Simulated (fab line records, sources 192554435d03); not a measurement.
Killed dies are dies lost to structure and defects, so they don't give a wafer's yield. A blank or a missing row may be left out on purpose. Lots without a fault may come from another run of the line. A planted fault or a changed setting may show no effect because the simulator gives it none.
Chamber matching | flow n5_finfet | N5_BEOL_M6_ILD_DEP_00 on pecvd-01: 3 sister chambers
The step deposits SiCOH lowk from DEMS/porogen, target thk 179.75 nm, time 33.4 s. 6 wafers are shown with their chamber, then 12 later ones without.

WAFERS WITH THEIR CHAMBER
wafer  | chamber | showerhead_plenum_p_Torr (Torr) | throttle_valve_pct (%)
L088.1 | 2       | 5.702                           | 12.8
L088.2 | 0       | 5.697                           | 13.9
L088.3 | 1       | 5.764                           | 14.5
L088.4 | 1       | 5.772                           | 14.7
L088.5 | 0       | 5.700                           | 14.2
L088.6 | 2       | 5.695                           | 13.1

WAFERS WITHOUT THEIR CHAMBER
wafer  | showerhead_plenum_p_Torr (Torr) | throttle_valve_pct (%)
L090.1 | 5.773                           | 14.5
L090.2 | 5.696                           | 13.2
L090.6 | 5.708                           | 13.1
L092.2 | 5.700                           | 14.2
L092.3 | 5.769                           | 14.4
L092.6 | 5.697                           | 13.3
L094.1 | 5.699                           | 14.3
L094.2 | 5.757                           | 14.6
L094.3 | 5.702                           | 13.6
L094.4 | 5.682                           | 13.0
L094.5 | 5.691                           | 14.2
L094.6 | 5.772                           | 14.6

WHICH CHAMBER EACH WENT THROUGH
wafer  | from the rows above     | in truth
L090.1 | 1                       | 1
L090.2 | 2                       | 2
L090.6 | 2                       | 2
L092.2 | 0                       | 0
L092.3 | 1                       | 1
L092.6 | 2                       | 2
L094.1 | 0                       | 0
L094.2 | 1                       | 1
L094.3 | can't be placed: 0 or 2 | 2
L094.4 | 2                       | 2
L094.5 | 0                       | 0
L094.6 | 1                       | 1
Placed correctly: 11 of 12. Can't be placed from these rows: 1 (the true chamber is among the candidates in 1). Placed wrongly: 0.
How it was worked out, from the rows above alone: a wafer's distance from a chamber is the root of the sum, over the readings, of the square of ((its reading less the chamber's mean) divided by the reading's scatter). The wafer belongs to the nearest chamber; if the next one is less than 2 further off, it can't be placed. A chamber's mean is the mean of its shown wafers. The scatter: the root of (the sum of the squares of (reading less its chamber's mean) over the shown wafers, divided by (wafers less chambers)).
